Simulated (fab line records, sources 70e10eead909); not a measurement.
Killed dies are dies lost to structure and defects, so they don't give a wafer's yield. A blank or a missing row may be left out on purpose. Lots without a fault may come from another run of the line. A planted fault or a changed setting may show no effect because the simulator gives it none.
Which tool did it? | flow nand_harc | 13 lots, 39 wafers sampled, at 5 steps of a route of 1302

WHAT THE GAUGES READ, wafer by wafer
NHARC_A_BONDPAD_CD_MEAS_09: target cd 500 nm.
lot  | measured     | on        | cd_nm (nm)
L800 | day 23 19:03 | cd_sem-03 | 501.7 501.3 499.5
L798 | day 24 06:32 | cd_sem-03 | 503.8 502.2 503.2
L803 | day 24 22:38 | cd_sem-03 | 500.7 501.0 500.8
L804 | day 24 23:05 | cd_sem-03 | 499.6 502.4 497.6
L806 | day 26 01:15 | cd_sem-02 | 497.5 498.8 501.5
L813 | day 29 00:55 | cd_sem-03 | 499.7 498.9 501.0
L815 | day 29 15:49 | cd_sem-02 | 499.0 500.3 499.5
L816 | day 30 08:52 | cd_sem-01 | 500.7 500.0 498.6
L817 | day 30 15:49 | cd_sem-01 | 498.8 500.3 499.8
L818 | day 31 12:14 | cd_sem-01 | 502.1 501.7 503.0
L819 | day 31 14:05 | cd_sem-02 | 498.6 500.0 499.7
L820 | day 32 00:20 | cd_sem-02 | 500.0 499.8 500.4
L821 | day 32 14:32 | cd_sem-02 | 501.4 502.0 498.0

NHARC_END_SORT_01.
lot  | measured     | on        | defect_limited_yield (%) | killed_at_array | killed_at_other | killed_at_periphery | killed_dies | killed_open | killed_short
L800 | day 25 03:39 | prober-02 | 97.0 95.3 96.9           | 17 30 18        | 1 1 1           | 2 1 2               | 20 32 21    | 2 4 4       | 4 4 2
L798 | day 25 15:17 | prober-02 | 91.4 89.5 90.0           | 56 67 65        | 1 2 0           | 1 2 3               | 58 71 68    | 1 4 0       | 3 1 1
L803 | day 26 09:28 | prober-01 | 83.6 87.7 86.3           | 102 79 82       | 1 2 4           | 8 2 7               | 111 83 93   | 4 2 5       | 2 2 2
L804 | day 26 05:01 | prober-02 | 95.3 95.4 95.7           | 29 28 21        | 2 1 1           | 1 2 7               | 32 31 29    | 1 4 9       | 4 4 2
L806 | day 27 08:33 | prober-01 | 87.6 87.9 87.4           | 82 76 84        | 0 0 0           | 2 6 1               | 84 82 85    | 6 5 1       | 4 5 3
L813 | day 30 04:41 | prober-02 | 0 0 0                    | 64 73 64        | 608 598 607     | 5 6 6               | 677 677 677 | 3 4 3       | 3 2 2
L816 | day 31 15:04 | prober-02 | 89.1 89.2 91.1           | 72 70 57        | 1 0 0           | 1 3 3               | 74 73 60    | 4 4 3       | 1 7 3
L817 | day 32 00:02 | prober-01 | 86.3 89.5 87.9           | 89 67 77        | 0 3 2           | 4 1 3               | 93 71 82    | 5 1 5       | 4 4 2
L818 | day 33 00:26 | prober-02 | 87.1 86.9 87.1           | 75 82 78        | 4 1 3           | 8 6 6               | 87 89 87    | 1 4 2       | 3 2 0
L819 | day 33 00:31 | prober-01 | 89.7 91.6 92.0           | 64 52 48        | 2 0 3           | 4 5 3               | 70 57 54    | 4 4 4       | 2 4 1
L820 | day 33 08:15 | prober-02 | 90.4 88.9 91.3           | 61 69 57        | 1 0 1           | 3 6 1               | 65 75 59    | 3 4 4       | 2 0 4
L821 | day 33 19:42 | prober-02 | 92.8 93.4 93.2           | 46 41 44        | 0 2 2           | 3 2 0               | 49 45 46    | 2 3 2       | 1 0 5

WHICH TOOL RAN EACH LOT (tool, then ch and the chambers of the sampled wafers, then the start)
lot  | NHARC_A_BONDPAD_PRE_CLEAN_26            | NHARC_THIN_TSV_STRIP_45              | NHARC_THIN_TSV_ETCHBACK_48
L800 | pvd_sputter-02, day 24 12:10 or earlier | plasma_asher-01 ch 0,1, day 24 12:10 | rie_diel-13 ch 0,1,2, day 24 13:22
L798 | pvd_sputter-02, day 25 00:20 or earlier | plasma_asher-01 ch 0,1, day 25 00:20 | rie_diel-03 ch 1,2,3, day 25 01:35
L803 | pvd_sputter-03, day 25 16:29 or earlier | plasma_asher-01 ch 0,1, day 25 16:29 | rie_diel-03 ch 1,2,3, day 25 17:38
L804 | pvd_sputter-02, day 25 15:13 or earlier | plasma_asher-02 ch 0,1, day 25 15:13 | rie_diel-02 ch 1,2, day 25 16:26
L806 | pvd_sputter-03, day 26 17:20 or earlier | plasma_asher-01 ch 0,1, day 26 17:20 | rie_diel-13 ch 2,3, day 26 18:32
L813 | pvd_sputter-02, day 29 16:07 or earlier | plasma_asher-01 ch 0,1, day 29 16:07 | rie_diel-02 ch 0,2,3, day 29 17:19
L815 | pvd_sputter-01, day 30 08:47 or earlier | plasma_asher-02 ch 0,1, day 30 08:47 | rie_diel-13 ch 0,2,3, day 30 09:58
L816 | pvd_sputter-02, day 31 01:10 or earlier | plasma_asher-02 ch 0, day 31 01:10   | rie_diel-02 ch 2,3, day 31 02:22
L817 | pvd_sputter-02, day 31 07:37 or earlier | plasma_asher-01 ch 0,1, day 31 07:37 | rie_diel-03 ch 1,2, day 31 08:45
L818 | pvd_sputter-01, day 32 07:04 or earlier | plasma_asher-01 ch 0,1, day 32 07:04 | rie_diel-13 ch 0,2,3, day 32 08:16
L819 | pvd_sputter-03, day 32 13:17 or earlier | plasma_asher-01 ch 0,1, day 32 13:17 | rie_diel-13 ch 0,1,2, day 32 14:26
L820 | pvd_sputter-01, day 32 16:53 or earlier | plasma_asher-02 ch 0,1, day 32 16:53 | rie_diel-02 ch 1,2, day 32 18:02
L821 | pvd_sputter-02, day 33 05:20 or earlier | plasma_asher-02 ch 0,1, day 33 05:20 | rie_diel-03 ch 0,1,3, day 33 06:29
- NHARC_A_BONDPAD_PRE_CLEAN_26: time 30 s.
- NHARC_THIN_TSV_STRIP_45: strips in O2.
- NHARC_THIN_TSV_ETCHBACK_48: etches the open film in C4F8/Ar, target depth 1028.5 nm, time 405.17 s.

WHAT THE TOOLS THEMSELVES READ (means of the sampled wafers that have a number; where no wafer has one, the mark that the record gives instead)
NHARC_A_BONDPAD_PRE_CLEAN_26.
lot  | tool           | heater_power_w (W)
L800 | pvd_sputter-02 | 391
L798 | pvd_sputter-02 | 401
L803 | pvd_sputter-03 | 414
L804 | pvd_sputter-02 | 412
L806 | pvd_sputter-03 | 405
L813 | pvd_sputter-02 | 407
L815 | pvd_sputter-01 | 427
L816 | pvd_sputter-02 | 400
L817 | pvd_sputter-02 | 415
L818 | pvd_sputter-01 | 425
L819 | pvd_sputter-03 | 424
L820 | pvd_sputter-01 | 415
L821 | pvd_sputter-02 | 385

NHARC_THIN_TSV_STRIP_45.
lot  | tool            | drypump_motor_current_A (A) | heater_power_w (W)
L800 | plasma_asher-01 | 5.3                         | 294
L798 | plasma_asher-01 | 5.3                         | 299
L803 | plasma_asher-01 | 5.4                         | 295
L804 | plasma_asher-02 | 6.2                         | 344
L806 | plasma_asher-01 | 5.4                         | 301
L813 | plasma_asher-01 | 5.4                         | 298
L815 | plasma_asher-02 | 6.1                         | 335
L816 | plasma_asher-02 | 6.1                         | 317
L817 | plasma_asher-01 | 5.3                         | 297
L818 | plasma_asher-01 | 5.3                         | 299
L819 | plasma_asher-01 | 5.3                         | 293
L820 | plasma_asher-02 | 6.2                         | 353
L821 | plasma_asher-02 | 6.1                         | 333

NHARC_THIN_TSV_ETCHBACK_48.
lot  | tool        | bias_w (W) | chamber_pressure_mTorr (mTorr) | oes_product_au (a.u.) | rf_vpp_V (V)
L800 | rie_diel-13 | 300.5      | 25.005                         | 0.920                 | 543.3
L798 | rie_diel-03 | 300.3      | 25.005                         | 0.931                 | 545.4
L803 | rie_diel-03 | 300.4      | 25.017                         | 0.926                 | 545.6
L804 | rie_diel-02 | 300.4      | 25.000                         | 0.996                 | 546.5
L806 | rie_diel-13 | 301.4      | 24.979                         | 0.920                 | 546.7
L813 | rie_diel-02 | -          | -                              | -                     | -
L815 | rie_diel-13 | -          | -                              | -                     | -
L816 | rie_diel-02 | 299.3      | 25.028                         | 0.934                 | 545.3
L817 | rie_diel-03 | 299.0      | 25.014                         | 0.931                 | 545.8
L818 | rie_diel-13 | 300.2      | 25.016                         | 0.928                 | 545.4
L819 | rie_diel-13 | 299.0      | 25.003                         | 0.917                 | 543.2
L820 | rie_diel-02 | 299.4      | 24.993                         | 0.975                 | 546.8
L821 | rie_diel-03 | 299.6      | 24.992                         | 0.923                 | 544.3

THE ANSWER, worked out from the rows above alone
Rule: what is usual is taken from the lots themselves. Put in order of their means at a reading, lots are off if they are a third of the lots or fewer, leave a main group of 4 or more, and stand apart from it by a gap of 3 or more times the standard deviation of the main group's means; of several such gaps the widest counts. A main group whose means are all the same, to the digits that the tables above print for the reading, isn't used. A lot without any number at a reading at which 4 lots or more have one is off too. The other lots that the step has rows for count as sound. The gauges are gone through in route order, then the tools' own readings, and for those a lot's mean is taken as printed above. The first step at which some lot is off is used, and at that step the reading that is off furthest; a lot without a number counts as furthest.
Off: L813, at NHARC_END_SORT_01 (killed_at_other). The main group: mean 1.3, standard deviation 0.76. Neither off nor sound, because the step has no rows for them: L815.
A tool fits if, at a process step before that reading, it ran every lot that is off, and no sound lot after the first of them. The gauges at NHARC_END_SORT_01 aren't tried: what is off there is off at NHARC_THIN_TSV_ETCHBACK_48 too, on other tools, and a gauge's error can't cause that. NHARC_A_BONDPAD_PRE_CLEAN_26 gives no start for some lots, so the hours and the order of its lots are those of NHARC_THIN_TSV_STRIP_45. None of those tried fits.

WHAT THE SIMULATOR HAD PUT IN
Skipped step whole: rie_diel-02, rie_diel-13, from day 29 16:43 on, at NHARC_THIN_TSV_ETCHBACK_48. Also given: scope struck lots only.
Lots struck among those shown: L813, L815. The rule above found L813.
